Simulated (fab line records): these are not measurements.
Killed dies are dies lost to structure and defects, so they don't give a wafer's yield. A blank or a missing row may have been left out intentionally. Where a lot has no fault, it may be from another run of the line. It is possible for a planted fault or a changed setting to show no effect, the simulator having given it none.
fab line records	flow n5Finfet
[record] lots = 6	wafers = 18	lastDay = 18
route steps=1938 shown BEOL_M6@1261 BEOL_M7@1263
lots that met no fault: taken from a fault-free run of the same line
startH: the number of hours between the record's first day and the start of the first shown wafer of the lot	waitH: hours from the lot's prior step to this one	" the same as in the row above	L1.1+2: a single row standing in for several wafers	- no value present, or no start provided	* or withheld: withheld	< > ~ a bound
route shown NAME@n: a module of which the file shows steps, and the number in the route of the first	usual: mean/standard deviation of fault-free wafers	same: alike in all rows	chamber/n: place in a boat	sites: per-site readings	_std_site: standard deviation of those values	_edge_site: mean of outer sites minus mean of inner sites	radiusMm: for every site, how far away it sits from the centre of the wafer	mask NAME#n: copy n	behind: tool/chamber where the wafer was last shaped	hold: why the lot was held/for how many hours/how that ended	device: transistor that didn't switch, given as n, p or np	end of line: at the end of the route, the tests of the same wafers	where a step has no rows: the recipe by itself	killed: at the first sort, the dies lost to defects and structure; wafer yield is something else	map: shows each die of a wafer: x if killed, . if not, _ if none is there
set.NAME: setting as actually run; set.NAME@STEP: the setting as run at that earlier step	model.NAME: the simulator's own value behind a step, which no gauge read
lots seen at some steps along the route; tables by step, rows by wafer
services: the hour from which a tool's chamber was out of use, counted from the record's first day as startH (under 0 if before that day), plus the number of hours and why
[[steps]]
[step N5_BEOL_M6_RS_MEAS_57]
[recipe] thkMeasGauge = four-point-probe	reads = Cu_of_BEOL_M6_ECD_50+Co_of_BEOL_M6_CVD_78+TaN_of_BEOL_M6_ALD_77
[usual] M6_RS = 0.283/0.011
lot.wafer	tool	chamber	startH	waitH	M6_RS[ohm/sq]
L349.1	filmMetro-01	-	228.21	0.1	0.292
L349.2	"	-	"	"	0.311
L349.4	"	-	"	"	0.286
L351.1	filmMetro-02	-	228.73	0.1	0.279
L351.2	"	-	"	"	0.286
L351.5	"	-	"	"	0.281
L363.2	filmMetro-02	-	317.39	0.1	0.275
L363.3	"	-	"	"	0.285
L363.6	"	-	"	"	0.277
L364.2	filmMetro-02	-	321.00	0.1	0.277
L364.4	"	-	"	"	0.284
L364.5	"	-	"	"	0.276
L367.2	filmMetro-01	-	331.83	0.1	0.288
L367.4	"	-	"	"	0.283
L367.5	"	-	"	"	0.288
L372.1	filmMetro-01	-	340.97	0.1	0.284
L372.3	"	-	"	"	0.289
L372.5	"	-	"	"	0.287
[step N5_BEOL_M6_INSPECT_58]
[recipe] inspectInstrument = darkfield	mode = postDep
[usual] rawDefectCount = 67/22
lot.wafer	tool	chamber	startH	waitH	rawDefectCount
L349.1	defectInspect-01	-	228.24	0.0	57
L349.2	"	-	"	"	67
L349.4	"	-	"	"	82
L351.1	defectInspect-01	-	228.76	0.0	52
L351.2	"	-	"	"	89
L351.5	"	-	"	"	97
L363.2	defectInspect-02	-	317.42	0.0	86
L363.3	"	-	"	"	56
L363.6	"	-	"	"	75
L364.2	defectInspect-02	-	321.03	0.0	46
L364.4	"	-	"	"	58
L364.5	"	-	"	"	77
L367.2	defectInspect-02	-	331.85	0.0	74
L367.4	"	-	"	"	105
L367.5	"	-	"	"	63
L372.1	defectInspect-02	-	340.99	0.0	66
L372.3	"	-	"	"	68
L372.5	"	-	"	"	41
[step N5_BEOL_M7_ILD_DEP_00]
[recipe] material = SiCOH_lowk	targetThkA = 1797.5	tempC = 300	precursor = DEMS/porogen	pressureTorr = 5	rfW = 500	timeS = 33.4
[usual] heaterPowerOuterW = 139/28	heaterPowerW = 309/50	showerheadPlenumPTorr = 5.735/0.016	throttleValvePct = 13.8/0.5
lot.wafer	tool	chamber	startH	waitH	heaterPowerOuterW	heaterPowerW	showerheadPlenumPTorr	throttleValvePct
L349.1	pecvd-02	0	228.28	0.0	73	181	5.727	13.6
L349.2	"	1	"	"	189	385	5.748	13.3
L349.4	"	2	"	"	142	314	5.733	13.1
L351.1	pecvd-01	1	228.80	0.0	131	291	5.745	13.1
L351.2	"	0	"	"	155	346	5.735	14.0
L351.5	"	2	"	"	118	272	5.732	14.1
L363.2	pecvd-04	1	317.46	0.0	148	320	5.719	15.0
L363.3	"	0	"	"	189	384	5.728	13.2
L363.6	"	2	"	"	158	350	5.770	13.4
L364.2	pecvd-04	0	321.07	0.0	182	372	5.722	13.3
L364.4	"	1	"	"	149	323	5.730	14.8
L364.5	"	2	"	"	165	367	5.766	13.3
L367.2	pecvd-02	1	331.89	0.0	150	331	5.738	13.6
L367.4	"	0	"	"	99	210	5.714	13.4
L367.5	"	2	"	"	116	272	5.729	13.7
L372.1	pecvd-01	0	341.03	0.0	135	319	5.715	14.1
L372.3	"	1	"	"	121	272	5.745	13.1
L372.5	"	1	"	"	123	279	5.748	13.4
[step N5_BEOL_M7_CURE_74]
[recipe] tempC = 385	timeS = 240	ambient = He/Ar	material = SiCOH_lowk
[usual] lampPowerPct = 52.32/0.053	wafer_temp_C_max = 386.6/0.43
lot.wafer	tool	chamber	startH	waitH	lampPowerPct	wafer_temp_C_max
L349.1	uvCure-02	2	228.34	0.0	52.27	386.9
L349.2	"	2	"	"	52.31	387.7
L349.4	"	2	"	"	52.32	387.6
L351.1	uvCure-01	1	228.86	0.0	52.29	386.6
L351.2	"	1	"	"	52.39	386.6
L351.5	"	1	"	"	52.32	386.1
L363.2	uvCure-03	0	317.60	0.1	52.23	386.2
L363.3	"	0	"	"	52.41	386.0
L363.6	"	0	"	"	52.32	386.4
L364.2	uvCure-01	0	321.36	0.3	52.27	387.0
L364.4	"	0	"	"	52.30	386.9
L364.5	"	0	"	"	52.29	386.3
L367.2	uvCure-02	2	332.03	0.1	52.34	386.7
L367.4	"	2	"	"	52.30	387.1
L367.5	"	2	"	"	52.35	386.8
L372.1	uvCure-02	0	341.09	0.0	52.34	386.4
L372.3	"	0	"	"	52.26	386.5
L372.5	"	0	"	"	52.32	386.0
[step N5_BEOL_M7_THK_MEAS_01]
[recipe] reads = SiCOH_lowk_of_BEOL_M7_ILD_DEP_00
[usual] M7_ILD_THK = 155.9/2.5
lot.wafer	tool	chamber	startH	waitH	M7_ILD_THK[nm]
L349.1	filmMetro-01	-	228.85	0.4	153.9
L349.2	"	-	"	"	155.5
L349.4	"	-	"	"	155.9
L351.1	filmMetro-01	-	229.37	0.4	155.0
L351.2	"	-	"	"	157.9
L351.5	"	-	"	"	160.7
L363.2	filmMetro-01	-	318.03	0.4	150.7
L363.3	"	-	"	"	154.8
L363.6	"	-	"	"	157.7
L364.2	filmMetro-02	-	321.80	0.4	155.0
L364.4	"	-	"	"	154.0
L364.5	"	-	"	"	159.1
L367.2	filmMetro-01	-	332.47	0.4	154.6
L367.4	"	-	"	"	155.4
L367.5	"	-	"	"	153.7
L372.1	filmMetro-01	-	341.61	0.4	154.6
L372.3	"	-	"	"	152.7
L372.5	"	-	"	"	155.0
[step N5_BEOL_M7_PECVD_70]
[recipe] material = SiO2	targetThkA = 200	tempC = 400	precursor = TEOS/O2	pressureTorr = 5.5	rfW = 450	teosFlowSccm = 53.8	gas = O2	flowSccm = 3000	timeS = 22.7
[usual] heaterPowerOuterW = 409/52	heaterPowerW = 703/93	showerheadPlenumPTorr = 8.77/0.056	throttleValvePct = 22.2/0.76
lot.wafer	tool	chamber	startH	waitH	heaterPowerOuterW	heaterPowerW	showerheadPlenumPTorr	throttleValvePct
L349.1	pecvd-01	1	228.89	0.0	419	705	8.86	21.4
L349.2	"	2	"	"	425	701	8.71	22.7
L349.4	"	2	"	"	417	709	8.75	22.6
L351.1	pecvd-02	0	229.41	0.0	349	559	8.70	21.8
L351.2	"	2	"	"	436	725	8.78	21.3
L351.5	"	1	"	"	416	741	8.80	21.6
L363.2	pecvd-04	0	318.07	0.0	513	823	8.71	21.1
L363.3	"	1	"	"	417	763	8.74	23.7
L363.6	"	1	"	"	427	760	8.73	23.7
L364.2	pecvd-01	1	321.83	0.0	411	706	8.85	21.6
L364.4	"	1	"	"	408	703	8.87	21.2
L364.5	"	0	"	"	452	820	8.76	22.5
L367.2	pecvd-01	1	332.50	0.0	369	638	8.88	21.3
L367.4	"	2	"	"	420	694	8.75	22.7
L367.5	"	0	"	"	416	753	8.75	22.7
L372.1	pecvd-02	0	341.64	0.0	291	485	8.69	22.1
L372.3	"	1	"	"	514	843	8.78	21.6
L372.5	"	1	"	"	522	852	8.80	21.7
[step N5_BEOL_M7_HM_DEP_02]
[recipe] material = TiN	targetThkA = 200	tempC = 25	chamberPressurePa = 0.49996
[usual] throttleValvePct = 30.1/0.71
lot.wafer	tool	chamber	startH	waitH	throttleValvePct
L349.1	pvdSputter-02	-	230.14	1.2	29.6
L349.2	"	-	"	"	29.1
L349.4	"	-	"	"	30.2
L351.1	pvdSputter-01	-	230.26	0.8	30.4
L351.2	"	-	"	"	30.1
L351.5	"	-	"	"	30.4
L363.2	pvdSputter-02	-	318.80	0.7	29.5
L363.3	"	-	"	"	31.0
L363.6	"	-	"	"	31.0
L364.2	pvdSputter-02	-	323.52	1.7	29.7
L364.4	"	-	"	"	29.7
L364.5	"	-	"	"	31.1
L367.2	pvdSputter-02	-	334.15	1.6	29.8
L367.4	"	-	"	"	30.1
L367.5	"	-	"	"	31.0
L372.1	pvdSputter-02	-	342.52	0.9	29.3
L372.3	"	-	"	"	30.2
L372.5	"	-	"	"	30.9
[step N5_BEOL_M7_COAT_59]
[recipe] resist = SOC	tempC = 250	timeS = 60	spinRpm = 1500	resistThkNm = 100
[step N5_BEOL_M7_COAT_60]
[recipe] resist = SiARC	tempC = 220	timeS = 60	spinRpm = 1500	resistThkNm = 35
[step N5_BEOL_M7_COAT_05]
[recipe] resist = CAR-ArF	spinRpm = 1500	resistThkNm = 90
[step N5_BEOL_M7_EBR_07]
[recipe] solvent = PGMEA	ebrWidthMm = 1.5
[step N5_BEOL_M7_SOFTBAKE_06]
[recipe] tempC = 110	timeS = 60	resist = CAR-ArF
[step N5_BEOL_M7_EXPOSE_08]
[recipe] maskId = M7	na = 1.35	sourceShape = dipole	sigmaInner = 0.817	sigmaOuter = 0.97	polarization = te	doseMj = 68.25
lot.wafer	tool	chamber	startH	waitH	mask	model.BEOL_M7.overlayXNm
L349.1+2+4	arfiScanner-03	0	230.51	-	M7#0	0
L351.1+2+5	arfiScanner-03	0	230.55	-	M7#0	0.8
L363.2+3+6	arfiScanner-03	0	319.17	-	M7#0	6.4
L364.2+4+5	arfiScanner-03	0	323.77	-	M7#0	6.6
L367.2+4+5	arfiScanner-01	0	334.53	-	M7#0	-0.2
L372.1+3+5	arfiScanner-02	0	342.77	-	M7#0	-0.4
[step N5_BEOL_M7_PEB_09]
[recipe] pebTempC = withheld	pebTimeS = 60	resist = CAR-ArF
[step N5_BEOL_M7_DEVELOP_10]
[recipe] developTimeS = 30	developer = TMAH	resist = CAR-ArF	rinseLiquid = diw	dry = airSpin	devTempC = 23
[step N5_BEOL_M7_CD_MEAS_11]
[recipe] targetCdNm = 38.5	landingEnergyEv = 500	detector = seInlens	polarity = opening
[usual] cdNm = 38.9/0.65
[same] landingEnergyEv = 500
lot.wafer	tool	chamber	startH	waitH	cdNm
L349.1	cdSem-01	0	230.64	-	38.0
L349.2	"	0	"	"	38.1
L349.4	"	0	"	"	38.6
L351.1	cdSem-02	0	230.68	-	39.4
L351.2	"	0	"	"	39.1
L351.5	"	0	"	"	39.0
L363.2	cdSem-02	0	319.30	-	38.6
L363.3	"	0	"	"	38.8
L363.6	"	0	"	"	37.9
L364.2	cdSem-03	0	323.89	-	39.4
L364.4	"	0	"	"	38.7
L364.5	"	0	"	"	38.8
L367.2	cdSem-02	0	334.65	-	38.9
L367.4	"	0	"	"	40.0
L367.5	"	0	"	"	39.7
L372.1	cdSem-02	0	342.89	-	38.9
L372.3	"	0	"	"	38.0
L372.5	"	0	"	"	38.4
[step N5_BEOL_M7_OVL_MEAS_12]
[recipe] pointsPerWafer = 44
[usual] M7_OVL = 0.2/0.75
lot.wafer	tool	chamber	startH	waitH	M7_OVL[nm]
L349.1	overlay-01	0	230.67	0.0	0.2
L349.2	"	0	"	"	0.4
L349.4	"	0	"	"	-0.4
L351.1	overlay-01	0	230.71	0.0	1.0
L351.2	"	0	"	"	0.5
L351.5	"	0	"	"	0.3
L363.2	overlay-01	0	319.33	0.0	7.5
L363.3	"	0	"	"	6.6
L363.6	"	0	"	"	6.6
L364.2	overlay-02	0	323.92	0.0	6.4
L364.4	"	0	"	"	6.5
L364.5	"	0	"	"	7.5
L367.2	overlay-02	0	334.68	0.0	-0.1
L367.4	"	0	"	"	0.0
L367.5	"	0	"	"	-0.9
L372.1	overlay-01	0	342.92	0.0	0.1
L372.3	"	0	"	"	0.2
L372.5	"	0	"	"	-1.0
[step N5_BEOL_M7_INSPECT_13]
[recipe] mode = adi	inspectInstrument = brightfield
[usual] rawDefectCount = 421/110
lot.wafer	tool	chamber	startH	waitH	rawDefectCount
L349.1	defectInspect-02	-	230.69	0.0	324
L349.2	"	-	"	"	389
L349.4	"	-	"	"	298
L351.1	defectInspect-02	-	230.73	0.0	321
L351.2	"	-	"	"	530
L351.5	"	-	"	"	369
L363.2	defectInspect-02	-	319.35	0.0	411
L363.3	"	-	"	"	300
L363.6	"	-	"	"	328
L364.2	defectInspect-02	-	323.94	0.0	349
L364.4	"	-	"	"	285
L364.5	"	-	"	"	388
L367.2	defectInspect-02	-	334.71	0.0	496
L367.4	"	-	"	"	543
L367.5	"	-	"	"	430
L372.1	defectInspect-02	-	342.95	0.0	383
L372.3	"	-	"	"	576
L372.5	"	-	"	"	462
[[services]]
tool	chamber	startH	hours	kind
pecvd-01	-	208.46	3.3	repair
arfiScanner-01	-	209.98	1.3	pm
arfiScanner-03	-	211.71	1.3	pm
arfiScanner-01	-	220.96	17.3	pm
pecvd-02	-	222.67	1.2	repair
arfiScanner-03	-	223.46	0.2	repair
pecvd-02	-	226.05	0.3	repair
arfiScanner-01	-	238.29	4.9	pm
arfiScanner-01	-	243.97	1.0	pm
arfiScanner-02	-	250.64	0.7	repair
arfiScanner-01	-	255.21	0.3	repair
arfiScanner-02	-	259.89	0.6	repair
arfiScanner-02	-	265.03	17.3	pm
arfiScanner-03	-	276.26	6.0	pm
pecvd-04	0	279.23	9.4	repair
arfiScanner-03	-	284.00	1.0	pm
uvCure-01	-	293.28	6.0	pm
pecvd-01	1	296.34	4.4	repair
pecvd-04	-	309.12	3.2	repair
arfiScanner-03	-	312.52	2.3	repair
pecvd-01	-	326.67	1.6	repair
arfiScanner-03	-	329.90	0.8	pm
arfiScanner-03	-	337.21	1.3	pm
uvCure-01	-	340.77	2.1	pm
[[key]]
[firstSign] step = N5_BEOL_M7_OVL_MEAS_12	reading = M7_OVL	direction = up	sigmas = 8.9	usual = 0.2	struck = 6.8
effect none on later readings
[modelEffect] step = N5_BEOL_M7_EXPOSE_08	value = BEOL_M7.overlayXNm	without = 0	struck = 6.5
metAt N5_BEOL_M7_EXPOSE_08
struckWafers L363.2,L363.3,L363.6,L364.2,L364.4,L364.5
onsetBetween 230.55 319.17
alsoFits N5_BEOL_M7_ILD_DEP_00:pecvd-04
[fault] kind = scannerMatchingOverlay	tool = arfiScanner-03	chamber = -	onsetH = 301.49	steps = N5_BEOL_M7_EXPOSE_08	offset = 6.4891
